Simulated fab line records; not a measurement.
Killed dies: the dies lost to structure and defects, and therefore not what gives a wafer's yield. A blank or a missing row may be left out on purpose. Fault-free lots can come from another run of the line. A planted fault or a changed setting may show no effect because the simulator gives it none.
What tool caused it? || flow nandHarc || Sampling: 11 lots, 31 wafers, 5 of 1159 route steps

== WHAT EACH GAUGE READ, for each wafer ==
NHARC_END_SORT_01.
{"lot": "L468", "measured": "day 22 00:52", "on": "prober-02", "killedAtArray": "15 256"}
{"lot": "L471", "measured": "day 22 07:05", "on": "prober-01", "killedAtArray": "249 23 22"}
{"lot": "L474", "measured": "day 22 14:53", "on": "prober-02", "killedAtArray": "265 21"}

== WHAT TOOL EACH LOT RAN ON (gives the tool, then ch and the chambers of the sampled wafers, and finally the start) ==
{"lot": "L464", "NHARC_A_CONTACT_ETCH_106": "rieDiel-12 ch 0,1, day 16 18:59", "NHARC_A_CONTACT_STRIP_82": "rieDiel-12 ch 0,3, day 16 23:47 or earlier", "NHARC_A_CONTACT_ETCH_30": "rieDiel-06 ch 1,3, day 16 23:47", "NHARC_A_CONTACT_ETCH_98": "rieDiel-03 ch 1,2, no start"}
{"lot": "L463", "NHARC_A_CONTACT_ETCH_106": "rieDiel-03 ch 0,1, day 16 21:35", "NHARC_A_CONTACT_STRIP_82": "rieDiel-03 ch 0,2, day 17 01:05 or earlier", "NHARC_A_CONTACT_ETCH_30": "rieDiel-03 ch 1,2, day 17 01:05", "NHARC_A_CONTACT_ETCH_98": "rieDiel-03 ch 2,3, no start"}
{"lot": "L465", "NHARC_A_CONTACT_ETCH_106": "rieDiel-06 ch 2,3, day 17 15:01", "NHARC_A_CONTACT_STRIP_82": "rieDiel-06 ch 0,1,2, day 17 19:34 or earlier", "NHARC_A_CONTACT_ETCH_30": "rieDiel-03 ch 0,1, day 17 19:34", "NHARC_A_CONTACT_ETCH_98": "rieDiel-03 ch 0,3, day 17 21:29"}
{"lot": "L468", "NHARC_A_CONTACT_ETCH_106": "rieDiel-06 ch 1,3, day 18 03:14", "NHARC_A_CONTACT_STRIP_82": "rieDiel-06 ch 0,3, day 18 06:43 or earlier", "NHARC_A_CONTACT_ETCH_30": "rieDiel-03 ch 1,2, day 18 06:43", "NHARC_A_CONTACT_ETCH_98": "rieDiel-12 ch 0,3, day 22 00:52 or earlier"}
{"lot": "L471", "NHARC_A_CONTACT_ETCH_106": "rieDiel-03 ch 0,3, day 18 18:56", "NHARC_A_CONTACT_STRIP_82": "rieDiel-03 ch 0,2,3, day 18 23:07 or earlier", "NHARC_A_CONTACT_ETCH_30": "rieDiel-03 ch 0,1,3, day 18 23:07", "NHARC_A_CONTACT_ETCH_98": "rieDiel-03 ch 0,1,3, day 22 07:05 or earlier"}
{"lot": "L474", "NHARC_A_CONTACT_ETCH_106": "rieDiel-03 ch 0,3, day 19 03:07", "NHARC_A_CONTACT_STRIP_82": "rieDiel-03 ch 0,3, day 19 06:30 or earlier", "NHARC_A_CONTACT_ETCH_30": "rieDiel-03 ch 0,3, day 19 06:30", "NHARC_A_CONTACT_ETCH_98": "rieDiel-06 ch 0,1, day 22 14:53 or earlier"}
{"lot": "L477", "NHARC_A_CONTACT_ETCH_106": "rieDiel-12 ch 0,2,3, day 20 12:16", "NHARC_A_CONTACT_STRIP_82": "rieDiel-12 ch 1,2,3, day 20 17:22 or earlier", "NHARC_A_CONTACT_ETCH_30": "rieDiel-06 ch 0,1, day 20 17:22", "NHARC_A_CONTACT_ETCH_98": "rieDiel-03 ch 0,3, no start"}
{"lot": "L484", "NHARC_A_CONTACT_ETCH_106": "rieDiel-03 ch 0,2,3, day 21 11:34", "NHARC_A_CONTACT_STRIP_82": "rieDiel-03 ch 1,2, day 21 17:35 or earlier", "NHARC_A_CONTACT_ETCH_30": "rieDiel-12 ch 1,2, day 21 17:35", "NHARC_A_CONTACT_ETCH_98": "rieDiel-03 ch 1,2, no start"}
{"lot": "L483", "NHARC_A_CONTACT_ETCH_106": "rieDiel-03 ch 2,3, day 21 15:47", "NHARC_A_CONTACT_STRIP_82": "rieDiel-03 ch 0,3, day 21 19:43 or earlier", "NHARC_A_CONTACT_ETCH_30": "rieDiel-03 ch 0,3, day 21 19:43", "NHARC_A_CONTACT_ETCH_98": "rieDiel-06 ch 0,3, no start"}
{"lot": "L486", "NHARC_A_CONTACT_ETCH_106": "rieDiel-03 ch 0,1,3, day 22 02:22", "NHARC_A_CONTACT_STRIP_82": "rieDiel-03 ch 1,2,3, day 22 06:43 or earlier", "NHARC_A_CONTACT_ETCH_30": "rieDiel-12 ch 2,3, day 22 06:43", "NHARC_A_CONTACT_ETCH_98": "rieDiel-06 ch 0,3, no start"}
{"lot": "L485", "NHARC_A_CONTACT_ETCH_106": "rieDiel-03 ch 2,3, day 22 08:40", "NHARC_A_CONTACT_STRIP_82": "rieDiel-03 ch 1,3, day 22 12:20 or earlier", "NHARC_A_CONTACT_ETCH_30": "rieDiel-06 ch 0,2,3, day 22 12:20", "NHARC_A_CONTACT_ETCH_98": "rieDiel-12 ch 0,1,3, day 22 14:05"}
- NHARC_A_CONTACT_ETCH_106: etches the open film in CF4/O2, target depth 60 nm, overetch 6 nm, time 33 s.
- NHARC_A_CONTACT_STRIP_82: strips in O2.
- NHARC_A_CONTACT_ETCH_30: etches the open film in CF4/CHF3, target depth 60.5 nm, time 30.2 s.
- NHARC_A_CONTACT_ETCH_98: etches the open film in C4F6/O2, target depth 20 nm, time 10 s.

== THE ANSWER, worked out from the rows above alone ==
Rule: the usual values come from the lots themselves. The widest of any qualifying gaps counts: lots, ordered by their means at a reading, are off when they make up no more than a third of the lots, leave a main group of 4 or more, and stand apart from it by 3 or more times the standard deviation of that group's means. If all means in a main group match to the digits the tables above print for the reading, that group is not used. Also off: a lot with no number at a reading for which 4 or more lots have one. Any other lot the step has rows for is counted as sound.
Nothing can be told from this: no lot is off at any reading shown.

== WHAT THE SIMULATOR HAD PUT IN ==
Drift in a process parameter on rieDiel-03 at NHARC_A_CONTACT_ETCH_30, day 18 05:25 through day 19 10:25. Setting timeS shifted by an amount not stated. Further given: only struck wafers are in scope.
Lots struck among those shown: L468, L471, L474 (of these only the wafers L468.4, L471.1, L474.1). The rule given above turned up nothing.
